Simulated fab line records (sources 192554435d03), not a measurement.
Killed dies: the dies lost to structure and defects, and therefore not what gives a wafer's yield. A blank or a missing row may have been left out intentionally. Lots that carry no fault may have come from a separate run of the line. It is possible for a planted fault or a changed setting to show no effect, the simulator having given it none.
fab line records / flow n5_finfet / part 2 of 2: steps 22 to 33 of 33
record lots=5 wafers=15 last_day=16
route steps=1938 shown BEOL_M11@1539
lots untouched by any fault: they come from a run of this same line in which no faults occurred
start_h: the number of hours between the record's first day and the start of the first shown wafer of the lot / wait_h: how many hours have passed since the lot's step before this one / " unchanged from the row above / L1.1+2: a row that stands for several wafers / - no value present, or no start provided / * or withheld: withheld / < > ~ a bound
route shown NAME@n: names a module that has steps shown in the file, with the first one's number in the route / usual: mean/standard deviation taken from wafers without a fault / same: alike in all rows / chamber/n: place in a boat / sites: each site's reading / _std_site: the standard deviation of these / _edge_site: the outer-site mean with the inner-site mean subtracted / radius_mm: for every site, how far away it sits from the centre of the wafer / mask NAME#n: copy n / behind: the last tool/chamber to shape the wafer / hold: the reason the lot was held/the length of the hold in hours/how it ended / device: transistor that didn't switch, given as n, p or np / end of line: the route-end tests of the same wafers / a step given without rows: its recipe and nothing more / killed: dies that structure and defects cost at the first sort, which is not the same as the wafer's yield / map: dies across one wafer; x = killed, . = not, _ = none there
set.NAME: the run value of the setting; set.NAME@STEP: its run value at that earlier step / model.NAME: the simulator's own value behind a step, which no gauge read
lots at selected steps of the route; one table per step, one row per wafer
services: from which hour (start_h, from the record's first day; less than 0 if before it) a tool's chamber was out of use, for how many hours, and why
## steps
# step N5_BEOL_M11_COAT_63
# recipe resist=SOC temp_c=250 time_s=60 spin_rpm=1500 resist_thk_nm=100
lot.wafer=L077.2+4+5 tool=litho_track-02 chamber=0 start_h=254.43 wait_h=0.9
lot.wafer=L078.2+4+5 tool=litho_track-02 chamber=0 start_h=257.20 wait_h=0.2
lot.wafer=L081.1+4+6 tool=litho_track-01 chamber=0 start_h=258.02 wait_h=0.5
lot.wafer=L079.2+4+5 tool=litho_track-03 chamber=0 start_h=264.03 wait_h=2.8
lot.wafer=L095.2+5+6 tool=litho_track-01 chamber=0 start_h=351.32 wait_h=0.6
# step N5_BEOL_M11_COAT_64
# recipe resist=SiARC temp_c=220 time_s=60 spin_rpm=1500 resist_thk_nm=30
lot.wafer=L077.2+4+5 tool=litho_track-02 chamber=0 start_h=- wait_h=-
lot.wafer=L078.2+4+5 tool=litho_track-02 chamber=0 start_h=- wait_h=-
lot.wafer=L081.1+4+6 tool=litho_track-01 chamber=0 start_h=- wait_h=-
lot.wafer=L079.2+4+5 tool=litho_track-03 chamber=0 start_h=- wait_h=-
lot.wafer=L095.2+5+6 tool=litho_track-01 chamber=0 start_h=- wait_h=-
# step N5_BEOL_M11_COAT_22
# recipe resist=CAR-ArF spin_rpm=1500 resist_thk_nm=90
lot.wafer=L077.2+4+5 tool=litho_track-02 chamber=0 start_h=- wait_h=-
lot.wafer=L078.2+4+5 tool=litho_track-02 chamber=0 start_h=- wait_h=-
lot.wafer=L081.1+4+6 tool=litho_track-01 chamber=0 start_h=- wait_h=-
lot.wafer=L079.2+4+5 tool=litho_track-03 chamber=0 start_h=- wait_h=-
lot.wafer=L095.2+5+6 tool=litho_track-01 chamber=0 start_h=- wait_h=-
# step N5_BEOL_M11_EBR_24
# recipe solvent=PGMEA ebr_width_mm=1.5
lot.wafer=L077.2+4+5 tool=litho_track-02 chamber=0 start_h=- wait_h=-
lot.wafer=L078.2+4+5 tool=litho_track-02 chamber=0 start_h=- wait_h=-
lot.wafer=L081.1+4+6 tool=litho_track-01 chamber=0 start_h=- wait_h=-
lot.wafer=L079.2+4+5 tool=litho_track-03 chamber=0 start_h=- wait_h=-
lot.wafer=L095.2+5+6 tool=litho_track-01 chamber=0 start_h=- wait_h=-
# step N5_BEOL_M11_SOFTBAKE_23
# recipe temp_c=110 time_s=60 resist=CAR-ArF
lot.wafer=L077.2+4+5 tool=litho_track-02 chamber=0 start_h=- wait_h=-
lot.wafer=L078.2+4+5 tool=litho_track-02 chamber=0 start_h=- wait_h=-
lot.wafer=L081.1+4+6 tool=litho_track-01 chamber=0 start_h=- wait_h=-
lot.wafer=L079.2+4+5 tool=litho_track-03 chamber=0 start_h=- wait_h=-
lot.wafer=L095.2+5+6 tool=litho_track-01 chamber=0 start_h=- wait_h=-
# step N5_BEOL_M11_EXPOSE_25
# recipe mask_id=V10 na=1.35 source_shape=annular sigma_inner=0.5 sigma_outer=0.8 polarization=unpolarized dose_mj=85.5
# usual stage_vel_mm_s=500.03/0.25
lot.wafer=L077.2 tool=arfi_scanner-03 chamber=0 start_h=254.68 wait_h=- mask=V10#0 stage_vel_mm_s=499.71
lot.wafer=L077.4 tool=arfi_scanner-03 chamber=0 start_h=254.68 wait_h=- mask=V10#0 stage_vel_mm_s=499.89
lot.wafer=L077.5 tool=arfi_scanner-03 chamber=0 start_h=254.68 wait_h=- mask=V10#0 stage_vel_mm_s=500.15
lot.wafer=L078.2 tool=arfi_scanner-01 chamber=0 start_h=257.45 wait_h=- mask=V10#0 stage_vel_mm_s=500.38
lot.wafer=L078.4 tool=arfi_scanner-01 chamber=0 start_h=257.45 wait_h=- mask=V10#0 stage_vel_mm_s=500.45
lot.wafer=L078.5 tool=arfi_scanner-01 chamber=0 start_h=257.45 wait_h=- mask=V10#0 stage_vel_mm_s=499.78
lot.wafer=L081.1 tool=arfi_scanner-02 chamber=0 start_h=258.26 wait_h=- mask=V10#0 stage_vel_mm_s=499.76
lot.wafer=L081.4 tool=arfi_scanner-02 chamber=0 start_h=258.26 wait_h=- mask=V10#0 stage_vel_mm_s=499.89
lot.wafer=L081.6 tool=arfi_scanner-02 chamber=0 start_h=258.26 wait_h=- mask=V10#0 stage_vel_mm_s=499.98
lot.wafer=L079.2 tool=arfi_scanner-01 chamber=0 start_h=264.28 wait_h=- mask=V10#0 stage_vel_mm_s=499.77
lot.wafer=L079.4 tool=arfi_scanner-01 chamber=0 start_h=264.28 wait_h=- mask=V10#0 stage_vel_mm_s=499.74
lot.wafer=L079.5 tool=arfi_scanner-01 chamber=0 start_h=264.28 wait_h=- mask=V10#0 stage_vel_mm_s=499.91
lot.wafer=L095.2 tool=arfi_scanner-01 chamber=0 start_h=351.57 wait_h=- mask=V10#0 stage_vel_mm_s=499.63
lot.wafer=L095.5 tool=arfi_scanner-01 chamber=0 start_h=351.57 wait_h=- mask=V10#0 stage_vel_mm_s=499.96
lot.wafer=L095.6 tool=arfi_scanner-01 chamber=0 start_h=351.57 wait_h=- mask=V10#0 stage_vel_mm_s=499.75
# step N5_BEOL_M11_PEB_26
# recipe peb_temp_c=withheld peb_time_s=60 resist=CAR-ArF
lot.wafer=L077.2+4+5 tool=litho_track-02 chamber=0 start_h=254.74 wait_h=0.1
lot.wafer=L078.2+4+5 tool=litho_track-02 chamber=0 start_h=257.51 wait_h=0.1
lot.wafer=L081.1+4+6 tool=litho_track-02 chamber=0 start_h=258.33 wait_h=0.1
lot.wafer=L079.2+4+5 tool=litho_track-01 chamber=0 start_h=264.34 wait_h=0.1
lot.wafer=L095.2+5+6 tool=litho_track-01 chamber=0 start_h=351.62 wait_h=0.1
# step N5_BEOL_M11_DEVELOP_27
# recipe develop_time_s=30 developer=TMAH resist=CAR-ArF rinse_liquid=diw dry=air_spin dev_temp_c=23
lot.wafer=L077.2+4+5 tool=litho_track-02 chamber=0 start_h=- wait_h=-
lot.wafer=L078.2+4+5 tool=litho_track-02 chamber=0 start_h=- wait_h=-
lot.wafer=L081.1+4+6 tool=litho_track-02 chamber=0 start_h=- wait_h=-
lot.wafer=L079.2+4+5 tool=litho_track-01 chamber=0 start_h=- wait_h=-
lot.wafer=L095.2+5+6 tool=litho_track-01 chamber=0 start_h=- wait_h=-
# step N5_BEOL_M11_CD_MEAS_28
# recipe target_cd_nm=70 landing_energy_ev=500 detector=se_inlens polarity=opening
# usual cd_nm=68.9/1.2
# same landing_energy_ev=500
lot.wafer=L077.2 tool=cd_sem-03 chamber=0 start_h=254.81 wait_h=- cd_nm=68.6
lot.wafer=L077.4 tool=cd_sem-03 chamber=0 start_h=254.81 wait_h=- cd_nm=66.7
lot.wafer=L077.5 tool=cd_sem-03 chamber=0 start_h=254.81 wait_h=- cd_nm=68.7
lot.wafer=L078.2 tool=cd_sem-01 chamber=0 start_h=257.58 wait_h=- cd_nm=67.9
lot.wafer=L078.4 tool=cd_sem-01 chamber=0 start_h=257.58 wait_h=- cd_nm=68.6
lot.wafer=L078.5 tool=cd_sem-01 chamber=0 start_h=257.58 wait_h=- cd_nm=70.1
lot.wafer=L081.1 tool=cd_sem-01 chamber=0 start_h=258.39 wait_h=- cd_nm=69.3
lot.wafer=L081.4 tool=cd_sem-01 chamber=0 start_h=258.39 wait_h=- cd_nm=68.8
lot.wafer=L081.6 tool=cd_sem-01 chamber=0 start_h=258.39 wait_h=- cd_nm=69.1
lot.wafer=L079.2 tool=cd_sem-02 chamber=0 start_h=264.41 wait_h=- cd_nm=68.9
lot.wafer=L079.4 tool=cd_sem-02 chamber=0 start_h=264.41 wait_h=- cd_nm=69.1
lot.wafer=L079.5 tool=cd_sem-02 chamber=0 start_h=264.41 wait_h=- cd_nm=69.0
lot.wafer=L095.2 tool=cd_sem-01 chamber=0 start_h=351.69 wait_h=- cd_nm=68.7
lot.wafer=L095.5 tool=cd_sem-01 chamber=0 start_h=351.69 wait_h=- cd_nm=67.8
lot.wafer=L095.6 tool=cd_sem-01 chamber=0 start_h=351.69 wait_h=- cd_nm=68.8
# step N5_BEOL_M11_OVL_MEAS_29
# recipe points_per_wafer=44
# usual V10_OVL=-0.8/0.7
lot.wafer=L077.2 tool=overlay-01 chamber=0 start_h=254.87 wait_h=0.1 V10_OVL[nm]=-0.1
lot.wafer=L077.4 tool=overlay-01 chamber=0 start_h=254.87 wait_h=0.1 V10_OVL[nm]=-0.5
lot.wafer=L077.5 tool=overlay-01 chamber=0 start_h=254.87 wait_h=0.1 V10_OVL[nm]=-0.4
lot.wafer=L078.2 tool=overlay-02 chamber=0 start_h=257.61 wait_h=0.0 V10_OVL[nm]=-1.0
lot.wafer=L078.4 tool=overlay-02 chamber=0 start_h=257.61 wait_h=0.0 V10_OVL[nm]=-1.0
lot.wafer=L078.5 tool=overlay-02 chamber=0 start_h=257.61 wait_h=0.0 V10_OVL[nm]=-1.1
lot.wafer=L081.1 tool=overlay-01 chamber=0 start_h=258.42 wait_h=0.0 V10_OVL[nm]=-1.7
lot.wafer=L081.4 tool=overlay-01 chamber=0 start_h=258.42 wait_h=0.0 V10_OVL[nm]=-0.2
lot.wafer=L081.6 tool=overlay-01 chamber=0 start_h=258.42 wait_h=0.0 V10_OVL[nm]=-0.6
lot.wafer=L079.2 tool=overlay-01 chamber=0 start_h=264.44 wait_h=0.0 V10_OVL[nm]=-0.8
lot.wafer=L079.4 tool=overlay-01 chamber=0 start_h=264.44 wait_h=0.0 V10_OVL[nm]=-0.5
lot.wafer=L079.5 tool=overlay-01 chamber=0 start_h=264.44 wait_h=0.0 V10_OVL[nm]=-0.6
lot.wafer=L095.2 tool=overlay-02 chamber=0 start_h=351.72 wait_h=0.0 V10_OVL[nm]=-1.9
lot.wafer=L095.5 tool=overlay-02 chamber=0 start_h=351.72 wait_h=0.0 V10_OVL[nm]=-1.1
lot.wafer=L095.6 tool=overlay-02 chamber=0 start_h=351.72 wait_h=0.0 V10_OVL[nm]=-1.4
# step N5_BEOL_M11_INSPECT_30
# recipe mode=adi inspect_instrument=brightfield
# usual raw_defect_count=406/92
lot.wafer=L077.2 tool=defect_inspect-01 chamber=- start_h=254.90 wait_h=0.0 raw_defect_count=515
lot.wafer=L077.4 tool=defect_inspect-01 chamber=- start_h=254.90 wait_h=0.0 raw_defect_count=419
lot.wafer=L077.5 tool=defect_inspect-01 chamber=- start_h=254.90 wait_h=0.0 raw_defect_count=395
lot.wafer=L078.2 tool=defect_inspect-02 chamber=- start_h=257.63 wait_h=0.0 raw_defect_count=367
lot.wafer=L078.4 tool=defect_inspect-02 chamber=- start_h=257.63 wait_h=0.0 raw_defect_count=327
lot.wafer=L078.5 tool=defect_inspect-02 chamber=- start_h=257.63 wait_h=0.0 raw_defect_count=497
lot.wafer=L081.1 tool=defect_inspect-01 chamber=- start_h=258.45 wait_h=0.0 raw_defect_count=391
lot.wafer=L081.4 tool=defect_inspect-01 chamber=- start_h=258.45 wait_h=0.0 raw_defect_count=478
lot.wafer=L081.6 tool=defect_inspect-01 chamber=- start_h=258.45 wait_h=0.0 raw_defect_count=426
lot.wafer=L079.2 tool=defect_inspect-02 chamber=- start_h=264.46 wait_h=0.0 raw_defect_count=389
lot.wafer=L079.4 tool=defect_inspect-02 chamber=- start_h=264.46 wait_h=0.0 raw_defect_count=532
lot.wafer=L079.5 tool=defect_inspect-02 chamber=- start_h=264.46 wait_h=0.0 raw_defect_count=516
lot.wafer=L095.2 tool=defect_inspect-02 chamber=- start_h=351.74 wait_h=0.0 raw_defect_count=431
lot.wafer=L095.5 tool=defect_inspect-02 chamber=- start_h=351.74 wait_h=0.0 raw_defect_count=353
lot.wafer=L095.6 tool=defect_inspect-02 chamber=- start_h=351.74 wait_h=0.0 raw_defect_count=228
# step N5_BEOL_M11_DESCUM_33
# recipe chemistry=O2 time_s=7.9 source_power_w=50 bias_power_w=20 pressure_mtorr=20 rf_frequency_hz=2.712e+07 temp_c=40 resist=CAR-ArF o2_flow_sccm=225
# usual chamber_pressure_mTorr=20.001/0.018 drypump_motor_current_A=6.0/0.36 oes_product_au=0.76/0.08 rf_vpp_V=243.4/1.2 showerhead_plenum_p_Torr=2.12/0.062 throttle_valve_pct=20.58/0.27
lot.wafer=L077.2 tool=rie_diel-03 chamber=3 start_h=254.93 wait_h=0.0 chamber_pressure_mTorr=20.008 drypump_motor_current_A=6.6 oes_product_au=0.85 rf_hours_counter_h=54 rf_vpp_V=244.8 showerhead_plenum_p_Torr=2.22 throttle_valve_pct=20.27
lot.wafer=L077.4 tool=rie_diel-03 chamber=2 start_h=254.93 wait_h=0.0 chamber_pressure_mTorr=19.993 drypump_motor_current_A=6.4 oes_product_au=0.72 rf_hours_counter_h=186 rf_vpp_V=242.4 showerhead_plenum_p_Torr=2.09 throttle_valve_pct=20.49
lot.wafer=L077.5 tool=rie_diel-03 chamber=1 start_h=254.93 wait_h=0.0 chamber_pressure_mTorr=20.007 drypump_motor_current_A=5.7 oes_product_au=0.71 rf_hours_counter_h=- rf_vpp_V=242.6 showerhead_plenum_p_Torr=2.08 throttle_valve_pct=20.86
lot.wafer=L078.2 tool=rie_diel-02 chamber=0 start_h=257.67 wait_h=0.0 chamber_pressure_mTorr=19.970 drypump_motor_current_A=5.9 oes_product_au=0.93 rf_hours_counter_h=11 rf_vpp_V=243.6 showerhead_plenum_p_Torr=2.17 throttle_valve_pct=20.30
lot.wafer=L078.4 tool=rie_diel-02 chamber=2 start_h=257.67 wait_h=0.0 chamber_pressure_mTorr=20.002 drypump_motor_current_A=6.0 oes_product_au=0.73 rf_hours_counter_h=202 rf_vpp_V=243.6 showerhead_plenum_p_Torr=2.17 throttle_valve_pct=20.63
lot.wafer=L078.5 tool=rie_diel-02 chamber=3 start_h=257.67 wait_h=0.0 chamber_pressure_mTorr=20.002 drypump_motor_current_A=5.7 oes_product_au=0.69 rf_hours_counter_h=- rf_vpp_V=242.5 showerhead_plenum_p_Torr=2.07 throttle_valve_pct=21.06
lot.wafer=L081.1 tool=rie_diel-03 chamber=1 start_h=258.48 wait_h=0.0 chamber_pressure_mTorr=19.995 drypump_motor_current_A=5.7 oes_product_au=0.71 rf_hours_counter_h=192 rf_vpp_V=241.6 showerhead_plenum_p_Torr=2.08 throttle_valve_pct=20.88
lot.wafer=L081.4 tool=rie_diel-03 chamber=2 start_h=258.48 wait_h=0.0 chamber_pressure_mTorr=19.973 drypump_motor_current_A=6.4 oes_product_au=0.71 rf_hours_counter_h=187 rf_vpp_V=244.5 showerhead_plenum_p_Torr=2.09 throttle_valve_pct=20.51
lot.wafer=L081.6 tool=rie_diel-03 chamber=1 start_h=258.48 wait_h=0.0 chamber_pressure_mTorr=20.012 drypump_motor_current_A=5.7 oes_product_au=0.71 rf_hours_counter_h=- rf_vpp_V=244.0 showerhead_plenum_p_Torr=2.08 throttle_valve_pct=20.87
lot.wafer=L079.2 tool=rie_diel-01 chamber=0 start_h=264.50 wait_h=0.0 chamber_pressure_mTorr=20.005 drypump_motor_current_A=5.1 oes_product_au=0.70 rf_hours_counter_h=207 rf_vpp_V=243.0 showerhead_plenum_p_Torr=2.19 throttle_valve_pct=20.57
lot.wafer=L079.4 tool=rie_diel-01 chamber=2 start_h=264.50 wait_h=0.0 chamber_pressure_mTorr=20.003 drypump_motor_current_A=5.4 oes_product_au=0.81 rf_hours_counter_h=- rf_vpp_V=244.1 showerhead_plenum_p_Torr=2.11 throttle_valve_pct=20.68
lot.wafer=L079.5 tool=rie_diel-01 chamber=0 start_h=264.50 wait_h=0.0 chamber_pressure_mTorr=19.999 drypump_motor_current_A=5.2 oes_product_au=0.71 rf_hours_counter_h=- rf_vpp_V=244.6 showerhead_plenum_p_Torr=2.19 throttle_valve_pct=20.57
lot.wafer=L095.2 tool=rie_diel-03 chamber=1 start_h=351.87 wait_h=0.1 chamber_pressure_mTorr=20.008 drypump_motor_current_A=5.7 oes_product_au=0.69 rf_hours_counter_h=220 rf_vpp_V=242.4 showerhead_plenum_p_Torr=2.08 throttle_valve_pct=20.93
lot.wafer=L095.5 tool=rie_diel-03 chamber=2 start_h=351.87 wait_h=0.1 chamber_pressure_mTorr=20.021 drypump_motor_current_A=6.4 oes_product_au=0.70 rf_hours_counter_h=- rf_vpp_V=242.9 showerhead_plenum_p_Torr=2.08 throttle_valve_pct=20.53
lot.wafer=L095.6 tool=rie_diel-03 chamber=3 start_h=351.87 wait_h=0.1 chamber_pressure_mTorr=19.992 drypump_motor_current_A=6.5 oes_product_au=0.81 rf_hours_counter_h=- rf_vpp_V=245.4 showerhead_plenum_p_Torr=2.21 throttle_valve_pct=20.34
## services
tool=rie_metal-03 chamber=- start_h=228.42 hours=2.8 kind=pm
tool=arfi_scanner-03 chamber=- start_h=244.84 hours=0.7 kind=repair
tool=arfi_scanner-02 chamber=- start_h=250.34 hours=7.0 kind=repair
tool=arfi_scanner-03 chamber=- start_h=257.03 hours=1.3 kind=pm
tool=arfi_scanner-03 chamber=- start_h=258.55 hours=0.8 kind=pm
tool=rie_metal-03 chamber=- start_h=264.48 hours=1.2 kind=repair
tool=arfi_scanner-01 chamber=- start_h=266.45 hours=1.0 kind=pm
tool=rie_metal-03 chamber=0 start_h=269.77 hours=1.1 kind=repair
tool=rie_metal-01 chamber=0 start_h=279.32 hours=6.2 kind=repair
tool=rie_diel-03 chamber=- start_h=283.25 hours=0.1 kind=repair
tool=arfi_scanner-02 chamber=- start_h=292.38 hours=0.4 kind=repair
tool=pecvd-01 chamber=2 start_h=298.12 hours=1.9 kind=repair
tool=rie_diel-03 chamber=1 start_h=299.40 hours=1.6 kind=repair
tool=pecvd-01 chamber=- start_h=301.37 hours=14.6 kind=pm
tool=arfi_scanner-01 chamber=- start_h=310.26 hours=0.8 kind=pm
tool=arfi_scanner-02 chamber=- start_h=310.33 hours=0.8 kind=pm
tool=rie_diel-02 chamber=1 start_h=311.81 hours=7.9 kind=repair
tool=rie_diel-02 chamber=3 start_h=314.33 hours=6.4 kind=repair
tool=arfi_scanner-01 chamber=- start_h=314.50 hours=1.3 kind=pm
tool=pecvd-02 chamber=- start_h=317.36 hours=0.8 kind=repair
tool=arfi_scanner-02 chamber=- start_h=330.18 hours=1.0 kind=pm
tool=arfi_scanner-01 chamber=- start_h=331.50 hours=3.9 kind=pm
tool=arfi_scanner-02 chamber=- start_h=341.56 hours=1.3 kind=pm
tool=rie_diel-01 chamber=2 start_h=344.05 hours=3.6 kind=repair
